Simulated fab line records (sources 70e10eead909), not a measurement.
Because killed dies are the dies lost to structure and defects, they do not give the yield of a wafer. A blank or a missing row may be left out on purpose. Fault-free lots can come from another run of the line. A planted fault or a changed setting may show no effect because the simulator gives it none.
Struck lot and sound lot, side by side + flow nand_harc + 20 out of 1302 route steps
Sound: the wafers L732.2, L732.3, L732.6. Struck: wafer L747.3 (left out: L747.1, L747.6 of the same lot, which were not struck); the cause appears at the end.
Per side, at each step with rows, come the tool, then ch with its chambers, and then its first start. Under that, the readings that differ: sound wafers + struck wafers + difference of the means + sigmas: that difference in standard deviations of wafers without a fault.
alike: readings whose means differ by less than 2 such deviations, and words and numbers that are the same on both sides. not compared: withheld readings, readings that some wafer has no value for, bounds like >300 that may hide the same value, and numbers for which the record gives no deviation and whose values overlap.
A row with sigmas, a row that says differs or no value, or rows on one side alone: a step with any of these is where the two part. Numbers that have no deviation but don't overlap get no sigmas and don't part them. A reading missing from all wafers of one side parts the sides only when that side holds two or more wafers.

NHARC_P_GATE_ALD_36: deposits SiNx, target thk 20 nm, pulse time 60 s, ald cycles 223.
  sound on ald_sin-03 ch 0,3, day 5 17:44; struck on ald_sin-02 ch 2, day 11 20:26
  alike: heater_power_w, precursor_pulse_height_rel
  not compared: since_wet_clean_h
NHARC_P_GATE_ETCHBACK_37: etches the open film in CHF3/O2, target depth 34.5 nm, time 17.2 s.
  sound on rie_diel-13 ch 1,2; struck on rie_diel-05 ch 1
  alike: drypump_motor_current_A, oes_product_au, rf_vpp_V, showerhead_plenum_p_Torr, throttle_valve_pct
  not compared: rf_hours_counter_h
NHARC_P_GATE_STRIP_101: strips in O2, time 20 s.
  sound on rie_diel-13 ch 1,3, day 6 03:23; struck on rie_diel-05 ch 3, day 12 06:01
  alike: drypump_motor_current_A, oes_product_au, rf_vpp_V, showerhead_plenum_p_Torr, throttle_valve_pct
  not compared: rf_hours_counter_h
then, 9 steps without rows for these wafers: NHARC_P_GATE_PRECLEAN_97 (cleans in SPM, time 600 s); NHARC_P_GATE_SRD_98; NHARC_P_GATE_PRECLEAN_99 (cleans in SC1); NHARC_P_GATE_SRD_100; NHARC_P_GATE_DEHYDRATE_38 (time 120 s); NHARC_P_GATE_HMDS_39 (time 30 s); NHARC_P_GATE_COAT_40; NHARC_P_GATE_SOFTBAKE_41 (time 95 s); NHARC_P_GATE_EBR_42.
NHARC_P_GATE_EXPOSE_43: exposes mask P NSD, target cd 720 nm.
  sound on krf_scanner-04 ch 0, day 6 04:03; struck on krf_scanner-04 ch 0, day 12 06:46
  alike: mask, exposure_dose_mJ_cm2
then, 2 steps without rows for these wafers: NHARC_P_GATE_PEB_44 (peb time 85 s); NHARC_P_GATE_DEVELOP_45 (time 70 s).
NHARC_P_GATE_CD_MEAS_46 targets a cd of 720 nm.
  sound on cd_sem-03 ch 0, day 6 04:12; struck on cd_sem-03 ch 0, day 12 06:55
| reading    | sound             | struck | difference | sigmas |
|------------|-------------------|--------|------------|--------|
| cd_nm (nm) | 719.4 719.0 720.2 | 727.6  | +8.1       | +3     |
then, 1 step without rows for these wafers: NHARC_P_GATE_HARDBAKE_47 (time 80 s).
NHARC_P_GATE_DESCUM_48: chemistry O2, time 3 s.
  sound on rie_diel-13 ch 1,2,3, day 6 04:23; struck on rie_diel-13 ch 3, day 12 07:05
| reading                 | sound           | struck | difference | sigmas |
|-------------------------|-----------------|--------|------------|--------|
| rf_vpp_V (V)            | 56.9 57.9 58.0  | 55.5   | -2.1       | -2     |
| model.P_GATE.cd_nm (nm) | 720 719.6 719.3 | 728    | +8         |        |
  alike: drypump_motor_current_A, oes_product_au, showerhead_plenum_p_Torr, throttle_valve_pct
  not compared: rf_hours_counter_h
next, for these wafers, 1 step has no rows: NHARC_P_GATE_IMPLANT_49.
-- jump in the record: it breaks off in module P_GATE and resumes in module END (first step shown: number 1302 of the route), and 19 days separate the struck wafers' starts before and after --
NHARC_END_SORT_01:
  sound on prober-01 ch 0, day 25 10:46; struck on prober-02 ch 0, day 30 21:01
| reading             | sound    | struck | difference | sigmas |
|---------------------|----------|--------|------------|--------|
| killed_at_array     | 21 27 31 | 66     | +40        | +2     |
| killed_at_periphery | 0 6 1    | 8      | +6         | +2     |
| killed_dies         | 21 33 32 | 74     | +45        | +2     |
  alike: killed_at_other, killed_open, killed_short

WHERE THEY PART
Earliest at NHARC_P_GATE_CD_MEAS_46; latest, in this record, at NHARC_END_SORT_01.

WHY: what had been put in by the simulator
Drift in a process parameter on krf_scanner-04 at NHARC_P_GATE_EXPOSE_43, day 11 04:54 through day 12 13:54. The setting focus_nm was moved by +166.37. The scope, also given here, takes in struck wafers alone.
